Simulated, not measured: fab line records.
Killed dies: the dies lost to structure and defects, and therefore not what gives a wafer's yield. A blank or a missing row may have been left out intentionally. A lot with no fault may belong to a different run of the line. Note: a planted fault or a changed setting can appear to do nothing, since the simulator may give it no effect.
A struck lot beside a sound one    flow n5_finfet    46 out of 1938 route steps
Sound: wafers L299.3, L299.4, L299.6. Struck: wafer L309.5 (left out: L309.2, L309.6 of the same lot, which were not struck); the cause appears at the end.
Order at every step that has rows: each side's tool, ch and its chambers, its first start. Under that, the readings that differ: sound wafers    struck wafers    difference of the means    sigmas: that difference in standard deviations of wafers without a fault.
alike: a reading whose means differ by less than 2 such deviations, as well as words and numbers matching on both sides. not compared: withheld readings; readings where some wafer has no value; bounds like >300 that might hide an equal value; numbers whose values overlap and for which the record gives no deviation.
Wherever a step has rows on one side only, a row that says differs or no value, or a row with sigmas, the two part there. Numbers that don't overlap but have no deviation are shown without sigmas and don't part them. A reading that every wafer of one side lacks parts them only if that side has two wafers or more.

first, 3 steps without rows for these wafers: N5_PMOS_HMC_CHANNEL_EPI_PRECLEAN_37 (cleans in O3/DIW, time 45 s); N5_PMOS_HMC_CHANNEL_EPI_PRECLEAN_24 (cleans in DHF, time 30 s); N5_PMOS_HMC_CHANNEL_EPI_SRD_25 (time 30 s).
N5_PMOS_HMC_CHANNEL_EPI_EPI_26: deposits Si from SiH4/H2, target thk 3.8 nm, time 22.7 s.
  sound on epi_rpcvd-03 ch 0, day 2 07:46; struck on epi_rpcvd-01 ch 0, day 4 19:45
  alike: throttle_valve_pct
N5_PMOS_HMC_CHANNEL_EPI_INSPECT_30: inspects for defects (darkfield).
  sound on defect_inspect-01, day 2 08:03; struck on defect_inspect-02, day 4 20:04
  alike: raw_defect_count
then, 5 steps without rows for these wafers: N5_FIN_SAQP_PRECLEAN_42 (cleans in O3/DIW, time 60 s); N5_FIN_SAQP_PRECLEAN_00 (cleans in SC1, time 60 s); N5_FIN_SAQP_PRECLEAN_44 (cleans in SC2, time 45 s); N5_FIN_SAQP_SRD_01 (time 30 s); N5_FIN_SAQP_ALD_61 (deposits SiO2, target thk 4 nm, pulse time 1 s, purge time 2 s).
N5_FIN_SAQP_DENSIFY_62: time 60 s.
  sound on rtp_anneal-01 ch 0, day 2 08:49; struck on rtp_anneal-01 ch 0, day 4 20:29
  alike: lamp_power_pct, wafer_temp_C_max
N5_FIN_SAQP_HM_DEP_03: deposits SiNx from SiH4/NH3/N2, target thk 38 nm, time 33.6 s.
  sound on pecvd-01 ch 0,1,2, day 2 08:59; struck on pecvd-01 ch 2, day 4 20:40
reading                                       sound              struck  difference  sigmas
model.SiNx_of_FIN_SAQP_HM_DEP_03.thk_nm (nm)  37.18 38.37 38.13  21.57   -16.32      
  alike: heater_power_w, showerhead_plenum_p_Torr, throttle_valve_pct
N5_FIN_SAQP_THK_MEAS_05:
  sound on film_metro-01, day 2 09:05; struck on film_metro-02, day 4 20:46
reading      sound           struck  difference  sigmas
thk_nm (nm)  37.2 38.4 38.2  21.6    -16.3       -30
N5_FIN_SAQP_PECVD_47: deposits a-Si from SiH4/He, target thk 45 nm, time 36.3 s.
  sound on pecvd-04 ch 0,1, day 2 09:08; struck on pecvd-04 ch 0, day 4 20:48
  alike: heater_power_w, showerhead_plenum_p_Torr, throttle_valve_pct
then, 2 steps without rows for these wafers: N5_FIN_SAQP_PECVD_48 (deposits SiNx from SiH4/NH3/N2, target thk 25 nm, time 22.1 s); N5_FIN_SAQP_PECVD_06 (deposits a-Si from SiH4/He, target thk 60 nm, time 48.1 s).
N5_FIN_SAQP_THK_MEAS_07:
  sound on film_metro-01, day 2 09:21; struck on film_metro-02, day 4 20:58
  alike: thk_nm
then, 9 steps without rows for these wafers: N5_FIN_SAQP_HM_DEP_72 (deposits SiO2 from SiH4/N2O, target thk 12 nm, time 7.2 s); N5_FIN_SAQP_COAT_49 (time 60 s, resist thk 100 nm); N5_FIN_SAQP_COAT_50 (time 60 s, resist thk 35 nm); N5_FIN_SAQP_COAT_10 (resist thk 90 nm); N5_FIN_SAQP_EBR_12; N5_FIN_SAQP_SOFTBAKE_11 (time 60 s); N5_FIN_SAQP_EXPOSE_13 (exposes mask FIN CORE, target cd 35.6 nm); N5_FIN_SAQP_PEB_14 (peb time 60 s); N5_FIN_SAQP_DEVELOP_15 (develop time 30 s).
N5_FIN_SAQP_CD_MEAS_16 targets a cd of 35.6 nm.
  sound on cd_sem-01 ch 0, day 2 09:43; struck on cd_sem-03 ch 0, day 4 21:27
  alike: cd_nm
N5_FIN_SAQP_OVL_MEAS_17:
  sound on overlay-02 ch 0, day 2 09:45; struck on overlay-02 ch 0, day 4 21:29
  alike: FIN_CORE_OVL
N5_FIN_SAQP_INSPECT_18: inspects for defects (brightfield).
  sound on defect_inspect-01, day 2 09:47; struck on defect_inspect-02, day 4 21:31
  alike: raw_defect_count
N5_FIN_SAQP_DESCUM_21: chemistry O2, time 7.9 s.
  sound on rie_diel-02 ch 0,2,3, day 2 11:09; struck on rie_diel-05 ch 0, day 4 21:33
  alike: drypump_motor_current_A, oes_product_au, rf_vpp_V, showerhead_plenum_p_Torr, throttle_valve_pct
  not compared: rf_hours_counter_h
then, 10 steps without rows for these wafers: N5_FIN_SAQP_ETCH_51 (etches SiARC in CF4, target depth 45.5 nm, time 75.8 s); N5_FIN_SAQP_ETCH_52 (etches SOC in N2/H2, target depth 100 nm, overetch 20 nm, time 150 s); N5_FIN_SAQP_STRIP_53 (strips in N2/H2); N5_FIN_SAQP_HM_OPEN_73 (chemistry CHF3/O2, target SiO2, stops on a-Si, target depth 12 nm, time 16.8 s); N5_FIN_SAQP_STRIP_74 (strips in CHF3/O2); N5_FIN_SAQP_MANDREL_ETCH_22 (etches a-Si in HBr/Cl2, stops on SiNx, target depth 60 nm, bt time 10 s, time 30 s); N5_FIN_SAQP_STRIP_55 (strips in N2/H2); N5_FIN_SAQP_STRIP_23 (strips in SPM, time 750 s); N5_FIN_SAQP_SRD_66 (time 30 s); N5_FIN_SAQP_RECESS_75 (chemistry HF/NH3, target SiO2, target depth 14.4 nm, afs cycles 3, sublimation time 60 s).
N5_FIN_SAQP_SPACER1_ALD_24: deposits SiO2, target thk 20.3 nm, pulse time 1 s, purge time 2 s.
  sound on ald_sin-04 ch 1,2,3, day 2 12:32; struck on ald_sin-03 ch 1, day 5 00:15
  alike: heater_power_w, precursor_pulse_height_rel
N5_FIN_SAQP_HM_OPEN_33: chemistry CH3F/O2, target SiNx, target depth 49.4 nm, time 70.6 s.
  sound on rie_diel-02 ch 2,3, day 2 15:51; struck on rie_diel-03 ch 0, day 5 02:55
reading                   sound            struck  difference  sigmas
etch_rf_on_time_s (s)     67.7 69.2 69.2   39.4    -29.3       -23
model.etch.depth_nm (nm)  36.5 37.73 37.5  20.95   -16.29      
  alike: drypump_motor_current_A, oes_product_au, rf_vpp_V, showerhead_plenum_p_Torr, throttle_valve_pct
  not compared: rf_hours_counter_h
N5_FIN_SAQP_ETCH_34: etches SiO2 in C4F6/O2, target depth 45 nm, time 15 s.
  sound on rie_diel-02 ch 2,3, day 2 15:55; struck on rie_diel-03 ch 0, day 5 02:59
reading                    sound              struck  difference  sigmas
etch_rf_on_time_s (s)      14.59 14.57 14.45  15.31   +0.77       +4
model.FIN_SAQP.cd_nm (nm)  8 8 8              8.4     +0.4        
  alike: drypump_motor_current_A, oes_product_au, rf_vpp_V, showerhead_plenum_p_Torr, throttle_valve_pct
  not compared: rf_hours_counter_h
N5_FIN_SAQP_FIN_ETCH_36: etches the open film in HBr/Cl2/O2, target depth 120 nm, time 50.4 s.
  sound on rie_si-06 ch 1,2, day 2 16:08; struck on rie_si-05 ch 1, day 5 03:12
reading                    sound           struck  difference  sigmas
throttle_valve_pct (%)     36.0 35.6 35.6  36.6    +0.9        +3
model.FIN_SAQP.cd_nm (nm)  8 8 8.2         8.4     +0.3        
  alike: drypump_motor_current_A, mfc_cl2_sccm, oes_product_au
  not compared: rf_hours_counter_h
N5_STI_FIN_REVEAL_RECESS_09: chemistry HF/NH3, target SiO2, afs cycles 11, target depth 42.5 nm, sublimation time 60 s.
  sound on vapor_etch-01 ch 0,1, day 3 01:02; struck on vapor_etch-02 ch 1, day 5 12:30
reading                                       sound         struck  difference  sigmas
model.SiNx_of_FIN_SAQP_HM_DEP_03.thk_nm (nm)  17 18.4 18.2  1.8     -16.1       
  alike: drypump_motor_current_A
-- here the record skips 6 days between the struck wafers' starts before and after, leaving off in module STI_FIN_REVEAL and picking up in module BEOL_M4 (first step shown: number 1111 of the route) --
N5_BEOL_M4_RC_MEAS_101:
  sound on prober-02 ch 0, day 10 06:19; struck on prober-01 ch 0, day 11 17:28
reading        sound           struck  difference  sigmas
DIBL_N (mV/V)  34.3 35.4 35.1  37.9    +3.0        +2
SS_N (mV/dec)  71.1 71.0 70.4  71.9    +1.1        +2
SS_P (mV/dec)  73.2 72.6 73.2  74.6    +1.6        +3
  alike: DIBL_P, IOFF_N, IOFF_P, ION_N, ION_P, VT_N, VT_P

## WHERE THEY PART
Last at N5_BEOL_M4_RC_MEAS_101 as far as this record goes, first at N5_FIN_SAQP_THK_MEAS_05.

WHY: what the simulator had put in
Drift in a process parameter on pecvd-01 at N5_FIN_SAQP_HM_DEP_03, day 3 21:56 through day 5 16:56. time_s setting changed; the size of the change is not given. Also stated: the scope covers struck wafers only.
